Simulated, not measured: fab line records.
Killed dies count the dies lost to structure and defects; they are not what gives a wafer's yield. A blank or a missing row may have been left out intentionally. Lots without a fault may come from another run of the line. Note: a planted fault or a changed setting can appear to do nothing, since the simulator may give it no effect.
Matching of chambers || flow nand_harc || 4 sister chambers for NHARC_A_CHANNEL_FILL_D1_ALD_14 on ald_hk-01
The step deposits SiO2, target thk 2.5 nm, pulse time 10 s, ald cycles 25. 20 wafers are shown with their chamber, then 10 later ones without.

## WAFERS, EACH WITH ITS CHAMBER
{"wafer": "L081.1", "chamber": 2, "heater_power_w (W)": 456, "precursor_pulse_height_rel": 1.039}
{"wafer": "L081.2", "chamber": 3, "heater_power_w (W)": 483, "precursor_pulse_height_rel": 1.042}
{"wafer": "L081.6", "chamber": 1, "heater_power_w (W)": 442, "precursor_pulse_height_rel": 0.983}
{"wafer": "L082.1", "chamber": 2, "heater_power_w (W)": 455, "precursor_pulse_height_rel": 1.021}
{"wafer": "L082.2", "chamber": 3, "heater_power_w (W)": 491, "precursor_pulse_height_rel": 1.000}
{"wafer": "L082.5", "chamber": 2, "heater_power_w (W)": 452, "precursor_pulse_height_rel": 1.016}
{"wafer": "L083.1", "chamber": 1, "heater_power_w (W)": 432, "precursor_pulse_height_rel": 1.035}
{"wafer": "L083.2", "chamber": 0, "heater_power_w (W)": 451, "precursor_pulse_height_rel": 1.010}
{"wafer": "L083.6", "chamber": 3, "heater_power_w (W)": 483, "precursor_pulse_height_rel": 1.012}
{"wafer": "L084.1", "chamber": 0, "heater_power_w (W)": 452, "precursor_pulse_height_rel": 0.978}
{"wafer": "L084.3", "chamber": 3, "heater_power_w (W)": 486, "precursor_pulse_height_rel": 1.016}
{"wafer": "L084.4", "chamber": 2, "heater_power_w (W)": 456, "precursor_pulse_height_rel": 0.995}
{"wafer": "L085.1", "chamber": 1, "heater_power_w (W)": 434, "precursor_pulse_height_rel": 1.011}
{"wafer": "L085.2", "chamber": 2, "heater_power_w (W)": 450, "precursor_pulse_height_rel": 1.020}
{"wafer": "L085.3", "chamber": 3, "heater_power_w (W)": 485, "precursor_pulse_height_rel": 0.989}
{"wafer": "L087.2", "chamber": 0, "heater_power_w (W)": 456, "precursor_pulse_height_rel": 0.991}
{"wafer": "L087.4", "chamber": 3, "heater_power_w (W)": 501, "precursor_pulse_height_rel": 0.970}
{"wafer": "L087.5", "chamber": 1, "heater_power_w (W)": 440, "precursor_pulse_height_rel": 1.005}
{"wafer": "L090.3", "chamber": 3, "heater_power_w (W)": 477, "precursor_pulse_height_rel": 1.022}
{"wafer": "L090.5", "chamber": 2, "heater_power_w (W)": 462, "precursor_pulse_height_rel": 1.002}

SIGNATURES (means of the wafers above)
{"reading": "heater_power_w", "chamber 0": 453.00, "chamber 1": 437.00, "chamber 2": 455.17, "chamber 3": 486.57, "scatter within a chamber": 5.67}
{"reading": "precursor_pulse_height_rel", "chamber 0": 0.99300, "chamber 1": 1.00850, "chamber 2": 1.01550, "chamber 3": 1.00729, "scatter within a chamber": 0.02}
Rule: a wafer lies at a distance from a chamber equal to the root of the sum of squares, over the readings, of (its reading less the chamber's mean, divided by the reading's scatter). If the next closest chamber is less than 2 further off than the closest, the wafer can't be placed; otherwise it belongs to the closest. The scatter: take each reading less its chamber's mean, square it, sum over the shown wafers, divide by the number of wafers less the number of chambers, and take the root.

## WAFERS WHOSE CHAMBER IS MISSING
{"wafer": "L090.6", "heater_power_w (W)": 487, "precursor_pulse_height_rel": 0.983}
{"wafer": "L088.1", "heater_power_w (W)": 458, "precursor_pulse_height_rel": 1.003}
{"wafer": "L088.2", "heater_power_w (W)": 487, "precursor_pulse_height_rel": 1.041}
{"wafer": "L088.5", "heater_power_w (W)": 450, "precursor_pulse_height_rel": 0.989}
{"wafer": "L095.1", "heater_power_w (W)": 459, "precursor_pulse_height_rel": 1.020}
{"wafer": "L095.4", "heater_power_w (W)": 447, "precursor_pulse_height_rel": 0.994}
{"wafer": "L095.6", "heater_power_w (W)": 442, "precursor_pulse_height_rel": 1.010}
{"wafer": "L096.2", "heater_power_w (W)": 495, "precursor_pulse_height_rel": 0.990}
{"wafer": "L096.3", "heater_power_w (W)": 457, "precursor_pulse_height_rel": 0.961}
{"wafer": "L096.6", "heater_power_w (W)": 443, "precursor_pulse_height_rel": 0.976}

## WHICH CHAMBER EACH ONE RAN IN
{"wafer": "L090.6", "from the rows above": 3, "in truth": 3}
{"wafer": "L088.1", "from the rows above": "can't be placed: 2 or 0", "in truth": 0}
{"wafer": "L088.2", "from the rows above": 3, "in truth": 3}
{"wafer": "L088.5", "from the rows above": "can't be placed: 0 or 2 or 1", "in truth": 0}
{"wafer": "L095.1", "from the rows above": "can't be placed: 2 or 0", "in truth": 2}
{"wafer": "L095.4", "from the rows above": "can't be placed: 0 or 2 or 1", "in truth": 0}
{"wafer": "L095.6", "from the rows above": "can't be placed: 1 or 0 or 2", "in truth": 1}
{"wafer": "L096.2", "from the rows above": 3, "in truth": 3}
{"wafer": "L096.3", "from the rows above": "can't be placed: 0 or 2", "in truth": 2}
{"wafer": "L096.6", "from the rows above": "can't be placed: 1 or 0 or 2", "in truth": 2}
Placed correctly: 3 of 10. Can't be placed from these rows: 7 (the true chamber is among the candidates in 7). Wrongly placed: 0.
